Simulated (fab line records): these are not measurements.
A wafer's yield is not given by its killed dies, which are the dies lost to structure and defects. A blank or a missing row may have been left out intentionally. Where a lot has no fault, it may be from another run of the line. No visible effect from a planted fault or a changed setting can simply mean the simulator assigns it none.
fab line records    flow nand_harc
record: lots: 15  wafers: 45  last_day: 24
route steps=1159 shown P_M0@274 P_M1@292
lots untouched by any fault: they come from a run of this same line in which no faults occurred
start_h: the number of hours between the record's first day and the start of the first shown wafer of the lot    wait_h: hours since the lot's step before    " as in the row above    L1.1+2: several wafers, shown together as one row    - value missing, or start not given    * or withheld: withheld    < > ~ a bound
route shown NAME@n: NAME is a module with steps in the file, n the number in the route of the first one    usual: mean and standard deviation over wafers with no fault    same: alike in all rows    chamber/n: place in a boat    sites: the reading at each site    _std_site: their standard deviation    _edge_site: outer sites' mean less inner sites'    radius_mm: for every site, how far away it sits from the centre of the wafer    mask NAME#n: copy n    behind: the most recent tool/chamber to have shaped the wafer    hold: the reason the lot was held/the length of the hold in hours/how it ended    device: names the non-switching transistor (n, p or np)    end of line: the same wafers' tests at the end of the route    a step given without rows: its recipe and nothing more    killed: not the wafer's yield, but the dies lost to structure and defects at the first sort    map: dies across one wafer; x = killed, . = not, _ = none there
set.NAME: setting as actually run; set.NAME@STEP: the setting as run at that earlier step    model.NAME: the simulator's own value behind a step, which no gauge read
a sample of lots followed through the steps of the route, with each step as a table and each wafer as a row
services: the hour from which a tool's chamber was out of use, counted from the record's first day as start_h (under 0 if before that day), plus the number of hours and why
== steps ==
step: NHARC_P_M0_PVD_20
recipe: target_thk_a: 50  bias_v: 168.6  power_w: 15000  chamber_pressure_pa: 0.12  time_s: 8.06  substrate_temp_c: 50  material: TaN
usual: throttle_valve_pct: 29.7/1.2
lot.wafer  tool            chamber  start_h  wait_h  throttle_valve_pct
L695.3     pvd_sputter-01  -        -        -       30.2
L695.1     "               -        "        "       27.7
L695.5     "               -        "        "       30.6
L696.1     pvd_sputter-02  -        -        -       29.7
L696.4     "               -        "        "       31.8
L696.6     "               -        "        "       29.3
L698.4     pvd_sputter-01  -        -        -       27.8
L698.3     "               -        "        "       30.7
L698.6     "               -        "        "       28.9
L699.3     pvd_sputter-02  -        -        -       30.1
L699.2     "               -        "        "       29.4
L699.6     "               -        "        "       29.6
L700.2     pvd_sputter-01  -        -        -       30.3
L700.3     "               -        "        "       28.7
L700.6     "               -        "        "       28.9
L701.3     pvd_sputter-02  -        -        -       31.8
L701.1     "               -        "        "       29.0
L701.5     "               -        "        "       32.0
L703.2     pvd_sputter-03  -        -        -       31.6
L703.3     "               -        "        "       30.3
L703.5     "               -        "        "       29.1
L704.1     pvd_sputter-03  -        -        -       31.4
L704.6     "               -        "        "       29.0
L704.5     "               -        "        "       30.2
L706.1     pvd_sputter-02  -        -        -       29.8
L706.4     "               -        "        "       29.4
L706.3     "               -        "        "       32.0
L705.3     pvd_sputter-01  -        -        -       27.1
L705.2     "               -        "        "       29.8
L705.5     "               -        "        "       27.3
L709.1     pvd_sputter-03  -        -        -       31.5
L709.5     "               -        "        "       28.9
L709.6     "               -        "        "       31.5
L711.1     pvd_sputter-01  -        -        -       27.0
L711.2     "               -        "        "       30.2
L711.6     "               -        "        "       30.5
L715.1     pvd_sputter-03  -        -        -       29.3
L715.4     "               -        "        "       29.1
L715.5     "               -        "        "       31.2
L718.3     pvd_sputter-01  -        -        -       30.5
L718.2     "               -        "        "       30.3
L718.6     "               -        "        "       30.4
L717.4     pvd_sputter-01  -        -        -       30.4
L717.3     "               -        "        "       30.5
L717.1     "               -        "        "       29.8
step: NHARC_P_M0_ANNEAL_30
recipe: temp_c: 225  time_s: 90
usual: wafer_temp_C_max: 226.19/0.25
lot.wafer  tool           chamber  start_h  wait_h  wafer_temp_C_max
L695.1     rtp_anneal-01  0        112.85   -       226.08
L695.3     "              0        "        "       226.57
L695.5     "              0        "        "       226.15
L696.1     rtp_anneal-02  0        126.58   0.3     226.23
L696.4     "              0        "        "       225.79
L696.6     "              0        "        "       225.79
L698.3     rtp_anneal-02  0        128.11   0.3     226.02
L698.4     "              0        "        "       226.31
L698.6     "              0        "        "       226.00
L699.2     rtp_anneal-02  0        138.26   0.4     226.62
L699.3     "              0        "        "       225.86
L699.6     "              0        "        "       226.43
L700.2     rtp_anneal-01  0        138.94   0.4     226.59
L700.3     "              0        "        "       226.45
L700.6     "              0        "        "       226.64
L701.1     rtp_anneal-01  0        156.37   0.3     226.43
L701.3     "              0        "        "       226.37
L701.5     "              0        "        "       226.27
L703.2     rtp_anneal-02  0        165.47   0.4     225.85
L703.3     "              0        "        "       226.08
L703.5     "              0        "        "       225.44
L704.1     rtp_anneal-01  0        183.33   0.3     226.12
L704.5     "              0        "        "       226.35
L704.6     "              0        "        "       226.33
L706.1     rtp_anneal-01  0        191.45   0.3     226.05
L706.3     "              0        "        "       226.46
L706.4     "              0        "        "       226.39
L705.2     rtp_anneal-01  0        196.74   -       226.38
L705.3     "              0        "        "       226.27
L705.5     "              0        "        "       226.17
L709.1     rtp_anneal-02  0        196.92   0.3     226.59
L709.5     "              0        "        "       226.05
L709.6     "              0        "        "       225.76
L711.1     rtp_anneal-02  0        214.22   0.3     226.14
L711.2     "              0        "        "       225.87
L711.6     "              0        "        "       226.51
L715.1     rtp_anneal-01  0        245.72   -       225.95
L715.4     "              0        "        "       225.98
L715.5     "              0        "        "       226.33
L718.2     rtp_anneal-02  0        249.60   0.3     226.71
L718.3     "              0        "        "       225.83
L718.6     "              0        "        "       226.32
L717.1     rtp_anneal-02  0        250.13   0.3     226.18
L717.3     "              0        "        "       226.25
L717.4     "              0        "        "       226.18
step: NHARC_P_M0_INSPECT_27
usual: raw_defect_count: 282/100
lot.wafer  tool               chamber  start_h  wait_h  raw_defect_count
L695.1     defect_inspect-02  -        113.67   0.0     466
L695.3     "                  -        "        "       364
L695.5     "                  -        "        "       420
L696.1     defect_inspect-01  -        127.40   0.0     164
L696.4     "                  -        "        "       140
L696.6     "                  -        "        "       311
L698.3     defect_inspect-02  -        128.84   0.0     200
L698.4     "                  -        "        "       358
L698.6     "                  -        "        "       375
L699.2     defect_inspect-01  -        139.08   0.0     291
L699.3     "                  -        "        "       333
L699.6     "                  -        "        "       287
L700.2     defect_inspect-02  -        139.73   0.0     357
L700.3     "                  -        "        "       248
L700.6     "                  -        "        "       272
L701.1     defect_inspect-02  -        157.18   0.0     281
L701.3     "                  -        "        "       219
L701.5     "                  -        "        "       349
L703.2     defect_inspect-01  -        166.26   0.0     146
L703.3     "                  -        "        "       336
L703.5     "                  -        "        "       302
L704.1     defect_inspect-01  -        184.15   0.0     280
L704.5     "                  -        "        "       246
L704.6     "                  -        "        "       140
L706.1     defect_inspect-01  -        192.27   0.0     424
L706.3     "                  -        "        "       218
L706.4     "                  -        "        "       349
L705.2     defect_inspect-02  -        197.52   0.0     454
L705.3     "                  -        "        "       271
L705.5     "                  -        "        "       391
L709.1     defect_inspect-01  -        197.75   0.0     306
L709.5     "                  -        "        "       276
L709.6     "                  -        "        "       212
L711.1     defect_inspect-02  -        215.04   0.0     247
L711.2     "                  -        "        "       340
L711.6     "                  -        "        "       274
L715.1     defect_inspect-01  -        246.54   0.0     95
L715.4     "                  -        "        "       153
L715.5     "                  -        "        "       106
L718.2     defect_inspect-01  -        250.36   0.0     385
L718.3     "                  -        "        "       403
L718.6     "                  -        "        "       417
L717.1     defect_inspect-01  -        250.96   0.0     310
L717.3     "                  -        "        "       445
L717.4     "                  -        "        "       511
step: NHARC_P_M1_EXPOSE_06
recipe: na: 1.35  target_cd_nm: 130  dose_mj: 81.88  mask_id: P_M1
usual: exposure_dose_mJ_cm2: 81.88/0.082
lot.wafer  tool             chamber  start_h  wait_h  mask    exposure_dose_mJ_cm2
L695.1     arfi_scanner-01  0        114.90   -       P_M1#0  81.94
L695.3     "                0        "        "       P_M1#0  81.91
L695.5     "                0        "        "       P_M1#0  81.97
L696.1     arfi_scanner-03  0        128.77   -       P_M1#0  82.04
L696.4     "                0        "        "       P_M1#0  81.94
L696.6     "                0        "        "       P_M1#0  81.93
L698.3     arfi_scanner-01  0        130.08   -       P_M1#0  81.92
L698.4     "                0        "        "       P_M1#0  81.77
L698.6     "                0        "        "       P_M1#0  81.84
L699.2     arfi_scanner-01  0        140.22   -       P_M1#0  81.82
L699.3     "                0        "        "       P_M1#0  81.84
L699.6     "                0        "        "       P_M1#0  81.92
L700.2     arfi_scanner-02  0        141.01   -       P_M1#0  81.80
L700.3     "                0        "        "       P_M1#0  81.88
L700.6     "                0        "        "       P_M1#0  81.78
L701.1     arfi_scanner-02  0        158.29   -       P_M1#0  81.92
L701.3     "                0        "        "       P_M1#0  81.88
L701.5     "                0        "        "       P_M1#0  81.93
L703.2     arfi_scanner-01  0        167.52   -       P_M1#0  81.79
L703.3     "                0        "        "       P_M1#0  81.91
L703.5     "                0        "        "       P_M1#0  81.79
L704.1     arfi_scanner-01  0        185.29   -       P_M1#0  81.98
L704.5     "                0        "        "       P_M1#0  82.04
L704.6     "                0        "        "       P_M1#0  81.93
L706.1     arfi_scanner-02  0        193.50   -       P_M1#0  81.92
L706.3     "                0        "        "       P_M1#0  81.89
L706.4     "                0        "        "       P_M1#0  81.94
L705.2     arfi_scanner-03  0        198.77   -       P_M1#0  81.85
L705.3     "                0        "        "       P_M1#0  81.70
L705.5     "                0        "        "       P_M1#0  81.68
L709.1     arfi_scanner-02  0        198.98   -       P_M1#0  81.74
L709.5     "                0        "        "       P_M1#0  81.89
L709.6     "                0        "        "       P_M1#0  81.96
L711.1     arfi_scanner-01  0        216.42   -       P_M1#0  81.72
L711.2     "                0        "        "       P_M1#0  81.80
L711.6     "                0        "        "       P_M1#0  81.79
L715.1     arfi_scanner-02  0        249.10   -       P_M1#0  125.58
L715.4     "                0        "        "       P_M1#0  125.62
L715.5     "                0        "        "       P_M1#0  125.59
L718.2     arfi_scanner-02  0        251.50   -       P_M1#0  117.32
L718.3     "                0        "        "       P_M1#0  117.32
L718.6     "                0        "        "       P_M1#0  117.24
L717.1     arfi_scanner-02  0        252.09   -       P_M1#0  117.39
L717.3     "                0        "        "       P_M1#0  117.34
L717.4     "                0        "        "       P_M1#0  117.33
step: NHARC_P_M1_CD_MEAS_09
recipe: target_cd_nm: 130  landing_energy_ev: 500
usual: cd_nm: 129.6/0.67
same: landing_energy_ev: 500
lot.wafer  tool       chamber  start_h  wait_h  cd_nm
L695.1     cd_sem-02  0        115.04   -       129.9
L695.3     "          0        "        "       131.5
L695.5     "          0        "        "       130.1
L696.1     cd_sem-01  0        128.91   -       129.9
L696.4     "          0        "        "       130.3
L696.6     "          0        "        "       130.7
L698.3     cd_sem-01  0        130.21   -       130.3
L698.4     "          0        "        "       129.1
L698.6     "          0        "        "       129.4
L699.2     cd_sem-02  0        140.36   -       130.2
L699.3     "          0        "        "       130.1
L699.6     "          0        "        "       130.0
L700.2     cd_sem-03  0        141.15   -       129.2
L700.3     "          0        "        "       129.1
L700.6     "          0        "        "       129.8
L701.1     cd_sem-02  0        158.43   -       128.9
L701.3     "          0        "        "       129.9
L701.5     "          0        "        "       129.0
L703.2     cd_sem-01  0        167.65   -       130.0
L703.3     "          0        "        "       128.9
L703.5     "          0        "        "       130.0
L704.1     cd_sem-01  0        185.43   -       129.2
L704.5     "          0        "        "       129.4
L704.6     "          0        "        "       130.3
L706.1     cd_sem-03  0        193.64   -       129.3
L706.3     "          0        "        "       130.5
L706.4     "          0        "        "       130.0
L705.2     cd_sem-01  0        198.91   -       130.3
L705.3     "          0        "        "       128.7
L705.5     "          0        "        "       129.2
L709.1     cd_sem-01  0        199.12   -       129.0
L709.5     "          0        "        "       129.8
L709.6     "          0        "        "       128.9
L711.1     cd_sem-01  0        216.55   -       129.5
L711.2     "          0        "        "       128.8
L711.6     "          0        "        "       128.4
L715.1     cd_sem-01  0        249.24   -       154.6
L715.4     "          0        "        "       155.8
L715.5     "          0        "        "       153.8
L718.2     cd_sem-01  0        251.64   -       149.8
L718.3     "          0        "        "       150.7
L718.6     "          0        "        "       150.2
L717.1     cd_sem-01  0        252.23   -       151.4
L717.3     "          0        "        "       150.7
L717.4     "          0        "        "       151.6
== services ==
tool             chamber  start_h  hours  kind
arfi_scanner-03  -        97.45    0.7    repair
pvd_sputter-03   -        102.00   10.0   pm
arfi_scanner-01  -        110.41   1.5    repair
arfi_scanner-02  -        123.51   0.5    repair
arfi_scanner-01  -        127.92   0.9    repair
arfi_scanner-03  -        140.00   4.0    pm
pvd_sputter-01   -        158.00   10.0   pm
pvd_sputter-02   -        161.85   10.6   repair
arfi_scanner-01  -        196.00   4.0    pm
pvd_sputter-02   -        214.03   10.0   pm
== key ==
first_sign: step: NHARC_P_M1_EXPOSE_06  reading: exposure_dose_mJ_cm2  direction: up  sigmas: 99+  usual: 81.88  struck: 120.08
effect: step: NHARC_P_M1_CD_MEAS_09  reading: cd_nm  direction: up  sigmas: 34  usual: 129.6  struck: 152.1  through: control_loop
met_at NHARC_P_M1_EXPOSE_06
struck_lots L715,L717,L718
later_rows_left_out L715.1,L715.4,L715.5
sort_left_out L715.1,L715.4,L715.5,L717.1,L717.3,L717.4,L718.2,L718.3,L718.6
loop_trim: step: NHARC_P_M1_EXPOSE_06  setting: dose  lots: L717,L718
not_acting_at NHARC_P_M0_PVD_20,NHARC_P_M0_ANNEAL_30,NHARC_P_M0_INSPECT_27
onset_between 198.98 249.10
fault: kind: process_parameter_drift  tool: arfi_scanner-02  chamber: -  onset_h: 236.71  steps: NHARC_P_M1_EXPOSE_06  channel: dose_mj  offset: 43.7  shape: step  acts_in: these_recipes_only  stated: 81.88
sort_left_out: the simulated sort isn't trusted on such a fault, so these wafers' sort isn't shown, and their yield isn't known
later_rows_left_out: the simulator's readings of these wafers behind a module that went badly wrong aren't trusted and aren't shown, but for the sort
loop_trim: a control loop set the setting to another value than it would have without faults
